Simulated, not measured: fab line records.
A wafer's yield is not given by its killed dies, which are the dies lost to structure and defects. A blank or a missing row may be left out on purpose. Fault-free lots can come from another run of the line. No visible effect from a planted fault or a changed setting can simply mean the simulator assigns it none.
The tool behind it: which one? | flow n5Finfet | 72 wafers from 24 lots sampled at 4 of the route's 1938 steps

WHAT EACH GAUGE READ, for each wafer
N5_FIN_SAQP_CD_MEAS_27 targets a cd of 20 nm. Usual: 20.36 nm for cdNm, sd 0.23.
lot  | measured    | on       | cdNm (nm)         | flag
L074 | day 2 01:55 | cdSem-01 | 20.62 20.30 20.23 | 
L075 | day 2 05:55 | cdSem-01 | 20.35 20.31 20.36 | 
L076 | day 2 12:34 | cdSem-01 | 20.37 20.63 20.15 | 
L077 | day 2 17:20 | cdSem-01 | 20.41 20.36 20.43 | 
L078 | day 3 00:28 | cdSem-03 | 20.38 20.43 20.20 | 
L079 | day 3 07:31 | cdSem-02 | 19.99 19.93 20.44 | 
L080 | day 3 13:13 | cdSem-03 | 20.19 20.32 20.21 | 
L081 | day 3 18:48 | cdSem-03 | 20.45 20.70 20.08 | 
L082 | day 4 00:57 | cdSem-01 | 20.60 20.98 19.98 | 
L083 | day 4 06:24 | cdSem-03 | 20.46 20.03 20.61 | 
L084 | day 4 14:17 | cdSem-03 | 20.33 19.96 20.17 | 
L085 | day 4 17:56 | cdSem-02 | 20.40 20.33 20.49 | 
L086 | day 5 01:59 | cdSem-02 | 19.99 20.93 20.49 | 
L087 | day 5 07:19 | cdSem-02 | 20.57 20.34 20.12 | 
L088 | day 5 12:18 | cdSem-01 | 20.92 20.31 20.64 | 
L089 | day 5 19:50 | cdSem-01 | 20.18 20.23 20.06 | 
L090 | day 6 00:20 | cdSem-01 | 20.44 20.50 20.30 | 
L091 | day 6 06:02 | cdSem-02 | 20.35 20.52 20.46 | 
L092 | day 6 12:55 | cdSem-03 | 20.59 20.31 20.39 | 
L093 | day 6 19:12 | cdSem-03 | 20.49 20.09 20.24 | 
L094 | day 7 01:16 | cdSem-02 | 20.15 20.89 20.56 | 
L095 | day 7 07:25 | cdSem-01 | 20.52 20.52 20.60 | 
L096 | day 7 12:55 | cdSem-01 | 20.37 20.18 19.98 | 
L097 | day 7 18:30 | cdSem-03 | 20.31 19.95 20.06 | 

WHAT TOOL EACH LOT RAN ON (gives the tool, then ch and the chambers of the sampled wafers, and finally the start)
lot  | N5_FIN_SAQP_ETCH_52              | N5_FIN_SAQP_MANDREL_ETCH_22    | N5_FIN_SAQP_RECESS_75
L074 | rieDiel-06 ch 0,1,2, day 1 23:54 | rieSi-04 ch 0,1,2, day 2 00:05 | vaporEtch-02 ch 0,1, day 2 00:31
L075 | rieDiel-04 ch 0,2, day 2 03:59   | rieSi-02 ch 0,1, day 2 04:11   | vaporEtch-01 ch 1, day 2 04:37
L076 | rieDiel-03 ch 0,1,3, day 2 10:40 | rieSi-02 ch 0,3, day 2 10:52   | vaporEtch-02 ch 0,1, day 2 11:17
L077 | rieDiel-03 ch 1,2,3, day 2 15:23 | rieSi-02 ch 0,1,3, day 2 15:35 | vaporEtch-02 ch 0,1, day 2 16:00
L078 | rieDiel-06 ch 1,2, day 2 22:04   | rieSi-02 ch 0,1, day 2 22:16   | vaporEtch-02 ch 1, day 2 22:56
L079 | rieDiel-06 ch 2,3, day 3 04:06   | rieSi-02 ch 0,2,3, day 3 04:17 | vaporEtch-02 ch 1, day 3 04:46
L080 | rieDiel-06 ch 1,2,3, day 3 10:41 | rieSi-02 ch 1,3, day 3 10:53   | vaporEtch-02 ch 1, day 3 11:29
L081 | rieDiel-03 ch 1,2,3, day 3 16:53 | rieSi-02 ch 0,1,2, day 3 17:05 | vaporEtch-01 ch 0,1, day 3 17:30
L082 | rieDiel-03 ch 1,3, day 3 22:38   | rieSi-02 ch 1,2,3, day 3 22:50 | vaporEtch-02 ch 1, day 3 23:16
L083 | rieDiel-06 ch 1,2,3, day 4 04:04 | rieSi-02 ch 0,1, day 4 04:16   | vaporEtch-02 ch 1, day 4 04:52
L084 | rieDiel-04 ch 0,1,2, day 4 11:49 | rieSi-03 ch 1,2,3, day 4 12:00 | vaporEtch-01 ch 0,1, day 4 12:51
L085 | rieDiel-06 ch 1,2, day 4 15:38   | rieSi-03 ch 1,2, day 4 15:50   | vaporEtch-02 ch 1, day 4 16:16
L086 | rieDiel-03 ch 0,1, day 4 22:28   | rieSi-04 ch 0,2,3, day 4 22:39 | vaporEtch-02 ch 1, day 4 23:05
L087 | rieDiel-06 ch 1,2,3, day 5 04:29 | rieSi-02 ch 0,1,3, day 5 04:40 | vaporEtch-01 ch 0,1, day 5 05:16
L088 | rieDiel-04 ch 2,3, day 5 10:11   | rieSi-04 ch 0,3, day 5 10:23   | vaporEtch-01 ch 0,1, day 5 11:00
L089 | rieDiel-04 ch 1,3, day 5 17:00   | rieSi-03 ch 0,1,3, day 5 17:11 | vaporEtch-02 ch 1, day 5 18:17
L090 | rieDiel-04 ch 1,2,3, day 5 22:20 | rieSi-04 ch 0,1,3, day 5 22:32 | vaporEtch-01 ch 0,1, day 5 22:57
L091 | rieDiel-06 ch 0,1, day 6 03:45   | rieSi-02 ch 0,2,3, day 6 03:57 | vaporEtch-02 ch 1, day 6 04:29
L092 | rieDiel-06 ch 0,1,2, day 6 10:17 | rieSi-04 ch 0,2,3, day 6 10:29 | vaporEtch-02 ch 1, day 6 11:15
L093 | rieDiel-04 ch 0,1,3, day 6 16:37 | rieSi-04 ch 1,3, day 6 16:49   | vaporEtch-02 ch 1, day 6 17:14
L094 | rieDiel-06 ch 0,1,2, day 6 23:14 | rieSi-04 ch 0,3, day 6 23:25   | vaporEtch-01 ch 0,1, day 6 23:51
L095 | rieDiel-06 ch 0,2, day 7 05:02   | rieSi-04 ch 1,2,3, day 7 05:14 | vaporEtch-01 ch 0,1, day 7 05:54
L096 | rieDiel-04 ch 1,2,3, day 7 10:55 | rieSi-04 ch 1,2,3, day 7 11:06 | vaporEtch-01 ch 0,1, day 7 11:37
L097 | rieDiel-03 ch 1,3, day 7 16:01   | rieSi-04 ch 0,1,2, day 7 16:13 | vaporEtch-01 ch 0,1, day 7 16:40
- N5_FIN_SAQP_ETCH_52: etches SOC in N2/H2, target depth 100 nm, overetch 20 nm, time 150 s.
- N5_FIN_SAQP_MANDREL_ETCH_22: etches a-Si in HBr/Cl2, stops on SiNx, target depth 60 nm, bt time 10 s, time 30 s.
- N5_FIN_SAQP_RECESS_75: chemistry HF/NH3, target SiO2, target depth 14.4 nm, afs cycles 3, sublimation time 60 s.

AS READ BY THE TOOLS THEMSELVES (means over the sampled wafers that have a number; for cases with no such wafer, the mark the record gives instead)
N5_FIN_SAQP_ETCH_52. Usual: drypumpMotorCurrentA 5.6 A, standard deviation 0.63; n2FlowSccm 200.1 sccm, standard deviation 0.53; oesProductAu 0.71 a.u., standard deviation 0.075; rfVppV 522.0 V, standard deviation 1.6; showerheadPlenumPTorr 2.48 Torr, standard deviation 0.052; throttleValvePct 17.93 %, standard deviation 0.19.
lot  | tool       | drypumpMotorCurrentA (A) | n2FlowSccm (sccm) | oesProductAu (a.u.) | rfVppV (V) | showerheadPlenumPTorr (Torr) | throttleValvePct (%) | flag
L074 | rieDiel-06 | 5.2                      | 199.7             | 0.77                | 521.6      | 2.48                         | 17.89                | 
L075 | rieDiel-04 | 5.7                      | 199.8             | 0.68                | 523.2      | 2.51                         | 17.93                | 
L076 | rieDiel-03 | 6.0                      | 199.7             | 0.63                | 522.0      | 2.48                         | 18.12                | 
L077 | rieDiel-03 | 6.0                      | 200.1             | 0.63                | 522.3      | 2.45                         | 18.00                | 
L078 | rieDiel-06 | 5.0                      | 200.2             | 0.74                | 521.6      | 2.47                         | 17.89                | 
L079 | rieDiel-06 | 6.3                      | 200.1             | 0.65                | 522.4      | 2.48                         | 18.09                | 
L080 | rieDiel-06 | 5.6                      | 199.8             | 0.69                | 521.1      | 2.48                         | 18.00                | 
L081 | rieDiel-03 | 6.0                      | 199.4             | 0.63                | 521.4      | 2.45                         | 18.01                | 
L082 | rieDiel-03 | 6.6                      | 199.9             | 0.63                | 520.3      | 2.42                         | 18.09                | 
L083 | rieDiel-06 | 5.6                      | 200.3             | 0.69                | 521.6      | 2.47                         | 18.01                | 
L084 | rieDiel-04 | 5.8                      | 200.4             | 0.71                | 523.3      | 2.49                         | 17.78                | 
L085 | rieDiel-06 | 5.1                      | 200.2             | 0.73                | 520.9      | 2.46                         | 17.91                | 
L086 | rieDiel-03 | 5.5                      | 200.0             | 0.78                | 523.8      | 2.54                         | 17.96                | 
L087 | rieDiel-06 | 5.6                      | 199.9             | 0.68                | 521.9      | 2.47                         | 18.02                | 
L088 | rieDiel-04 | 5.8                      | 200.0             | 0.69                | 522.7      | 2.50                         | 17.99                | 
L089 | rieDiel-04 | 5.8                      | 200.3             | 0.79                | 522.1      | 2.48                         | 17.75                | 
L090 | rieDiel-04 | 5.8                      | 200.0             | 0.73                | 522.0      | 2.49                         | 17.83                | 
L091 | rieDiel-06 | 4.9                      | 199.6             | 0.76                | 521.9      | 2.48                         | 17.83                | 
L092 | rieDiel-06 | 5.1                      | 200.1             | 0.73                | 521.2      | 2.47                         | 17.95                | 
L093 | rieDiel-04 | 5.8                      | 199.8             | 0.74                | 521.6      | 2.47                         | 17.76                | 
L094 | rieDiel-06 | 5.2                      | 200.0             | 0.72                | 521.4      | 2.46                         | 17.97                | 
L095 | rieDiel-06 | 5.3                      | 199.9             | 0.69                | 520.5      | 2.44                         | 18.07                | 
L096 | rieDiel-04 | 5.9                      | 200.5             | 0.72                | 522.8      | 2.49                         | 17.84                | 
L097 | rieDiel-03 | 6.5                      | 200.5             | 0.75                | 525.7      | 2.61                         | 17.70                | 

N5_FIN_SAQP_MANDREL_ETCH_22. Usual: drypumpMotorCurrentA 5.9 A, standard deviation 0.34; oesProductAu 0.765 a.u., standard deviation 0.015; throttleValvePct 35.4 %, standard deviation 0.4.
lot  | tool     | drypumpMotorCurrentA (A) | oesProductAu (a.u.) | throttleValvePct (%) | flag
L074 | rieSi-04 | 6.2                      | 0.759               | 35.6                 | 
L075 | rieSi-02 | 5.7                      | 0.761               | 35.7                 | 
L076 | rieSi-02 | 5.6                      | 0.768               | 35.3                 | 
L077 | rieSi-02 | 5.7                      | 0.758               | 35.3                 | 
L078 | rieSi-02 | 5.7                      | 0.764               | 35.6                 | 
L079 | rieSi-02 | 5.5                      | 0.772               | 35.5                 | 
L080 | rieSi-02 | 5.8                      | 0.759               | 34.9                 | 
L081 | rieSi-02 | 5.6                      | 0.763               | 35.5                 | 
L082 | rieSi-02 | 5.5                      | 0.759               | 35.1                 | 
L083 | rieSi-02 | 5.8                      | 0.754               | 35.3                 | 
L084 | rieSi-03 | 5.8                      | 0.772               | 35.1                 | 
L085 | rieSi-03 | 5.6                      | 0.774               | 35.2                 | 
L086 | rieSi-04 | 6.2                      | 0.768               | 35.6                 | 
L087 | rieSi-02 | 5.7                      | 0.761               | 35.3                 | 
L088 | rieSi-04 | 6.3                      | 0.781               | 35.6                 | 
L089 | rieSi-03 | 5.9                      | 0.772               | 35.5                 | 
L090 | rieSi-04 | 6.1                      | 0.762               | 35.5                 | 
L091 | rieSi-02 | 5.5                      | 0.769               | 35.5                 | 
L092 | rieSi-04 | 6.1                      | 0.767               | 35.6                 | 
L093 | rieSi-04 | 5.9                      | 0.747               | 35.4                 | 
L094 | rieSi-04 | 6.3                      | 0.779               | 35.6                 | 
L095 | rieSi-04 | 6.0                      | 0.754               | 35.5                 | 
L096 | rieSi-04 | 5.9                      | 0.757               | 35.5                 | 
L097 | rieSi-04 | 6.2                      | 0.759               | 35.6                 | 

N5_FIN_SAQP_RECESS_75. Usual: drypumpMotorCurrentA 5.42 A, standard deviation 0.18; forelinePTorr 0.1279 Torr, standard deviation 0.00053.
lot  | tool         | drypumpMotorCurrentA (A) | forelinePTorr (Torr) | flag
L074 | vaporEtch-02 | 5.81                     | 0.1281               | 
L075 | vaporEtch-01 | 5.54                     | 0.1281               | 
L076 | vaporEtch-02 | 5.58                     | 0.1282               | 
L077 | vaporEtch-02 | 5.61                     | 0.1275               | 
L078 | vaporEtch-02 | 5.37                     | 0.1285               | 
L079 | vaporEtch-02 | 5.35                     | 0.1281               | 
L080 | vaporEtch-02 | 5.38                     | 0.1283               | 
L081 | vaporEtch-01 | 5.45                     | 0.1279               | 
L082 | vaporEtch-02 | 5.38                     | 0.1277               | 
L083 | vaporEtch-02 | 5.37                     | 0.1273               | 
L084 | vaporEtch-01 | 5.31                     | 0.1279               | 
L085 | vaporEtch-02 | 5.37                     | 0.1272               | 
L086 | vaporEtch-02 | 5.37                     | 0.1277               | 
L087 | vaporEtch-01 | 5.43                     | 0.1281               | 
L088 | vaporEtch-01 | 5.33                     | 0.1274               | 
L089 | vaporEtch-02 | 5.40                     | 0.1275               | 
L090 | vaporEtch-01 | 5.33                     | 0.1278               | 
L091 | vaporEtch-02 | 5.39                     | 0.1279               | 
L092 | vaporEtch-02 | 5.40                     | 0.1275               | 
L093 | vaporEtch-02 | 5.37                     | 0.1279               | 
L094 | vaporEtch-01 | 5.43                     | 0.1277               | 
L095 | vaporEtch-01 | 5.42                     | 0.1277               | 
L096 | vaporEtch-01 | 5.40                     | 0.1275               | 
L097 | vaporEtch-01 | 5.41                     | 0.1285               | 

THE ANSWER, worked out from the rows above alone
Rule: take the mean of a lot's wafers that have a number; if it is more than 3 standard deviations from the usual mean, the lot is off. A lot without any number at a reading at which 4 lots or more have one is off too. Where the step has rows for the other lots, those lots are counted as sound. Order of review: gauges by route order, followed by the tools' own readings, for which a lot's mean as printed above is used. The first step at which some lot is off is used, and at that step the reading that is off furthest; a lot without a number counts as furthest.
Across all readings shown, no lot is off: no conclusion can be drawn from this.

WHAT HAD BEEN PUT IN BY THE SIMULATOR
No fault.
